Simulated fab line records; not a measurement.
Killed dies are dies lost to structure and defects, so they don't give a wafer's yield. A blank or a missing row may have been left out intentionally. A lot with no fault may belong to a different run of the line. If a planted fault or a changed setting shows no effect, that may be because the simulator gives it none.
Chamber matching ; flow n5_finfet ; pecvd-02 running N5_BEOL_M0_DEP_125: 3 sister chambers
The step deposits SiCN from 3MS/NH3, target thk 8 nm, time 14 s. 3 wafers are shown with their chamber, then 7 later ones without.

== WAFERS PAIRED WITH THEIR CHAMBERS ==
wafer;chamber;showerhead_plenum_p_Torr (Torr)
L479.3;2;3.659
L483.2;1;3.679
L483.3;0;3.642

== WAFERS WITH NO CHAMBER GIVEN ==
wafer;showerhead_plenum_p_Torr (Torr)
L483.5;3.674
L487.4;3.689
L487.5;3.682
L487.6;3.656
L490.1;3.642
L490.2;3.676
L490.3;3.653

== CHAMBER TAKEN BY EACH ==
wafer;from the rows above;in truth
L483.5;can't be placed: 1 or 2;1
L487.4;1;1
L487.5;1;1
L487.6;2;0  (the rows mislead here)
L490.1;0;0
L490.2;1;1
L490.3;can't be placed: 2 or 0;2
Placed correctly: 4 of 7. Not placeable from these rows: 2 (in 2, the candidates include the true chamber). Number placed wrongly: 1.
How it was worked out, from the rows above alone: a wafer's distance from a chamber is the root of the sum, over the readings, of the square of ((its reading less the chamber's mean) divided by the reading's scatter). The wafer belongs to the nearest chamber; if the next one is less than 2 further off, it can't be placed. Each chamber's mean is taken over the wafers shown for it. The scatter: with one shown wafer a chamber, the root of the mean of the squares of how far each hidden wafer lies from its nearest shown one.
